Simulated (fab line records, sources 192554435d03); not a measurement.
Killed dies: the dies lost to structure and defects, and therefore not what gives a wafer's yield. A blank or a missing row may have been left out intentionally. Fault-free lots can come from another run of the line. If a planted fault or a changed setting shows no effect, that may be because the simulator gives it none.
Chamber matching -- flow n5Finfet -- 4 sister chambers for N5_BEOL_M0_SAQP_MANDREL1_REMOVE_100 on rieSi-01
The step chemistry HBr/Cl2/O2, target a-Si, stops on SiNx, bt time 10 s. 8 wafers are shown with their chamber, then 10 later ones without.

WAFERS WITH THEIR CHAMBER
wafer,chamber,drypumpMotorCurrentA (A),throttleValvePct (%)
L088.1,1,5.63,36.76
L088.2,2,5.44,37.04
L088.4,3,6.20,36.57
L092.4,2,5.42,37.05
L092.5,0,5.59,36.74
L092.6,3,6.18,36.56
L093.1,1,5.62,36.76
L093.2,0,5.58,36.72

WAFERS WHOSE CHAMBER IS MISSING
wafer,drypumpMotorCurrentA (A),throttleValvePct (%)
L093.4,5.41,37.04
L095.2,5.41,37.04
L095.4,6.20,36.56
L095.6,6.20,36.56
L096.1,5.43,37.06
L096.2,6.22,36.57
L096.3,5.61,36.73
L097.1,6.19,36.58
L097.2,5.44,37.05
L097.5,5.41,37.05

EACH ONE'S CHAMBER
wafer,from the rows above,in truth
L093.4,2,2
L095.2,2,2
L095.4,3,3
L095.6,3,3
L096.1,2,2
L096.2,3,3
L096.3,can't be placed: 0 or 1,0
L097.1,3,3
L097.2,2,2
L097.5,2,2
Correct placement for 9 of the 10. Unplaceable from these rows: 1, with the true chamber sitting among the candidates in 1. Placed wrongly: 0.
How it was worked out, from the rows above alone: a wafer's distance from a chamber is the root of the sum, over the readings, of the square of ((its reading less the chamber's mean) divided by the reading's scatter). The wafer belongs to the nearest chamber; if the next one is less than 2 further off, it can't be placed. For every chamber, the mean is computed from those of its wafers that are shown. How the scatter is found: for the shown wafers, subtract from each reading the mean of its chamber, square and add these, divide the total by (wafers less chambers), then take the root.
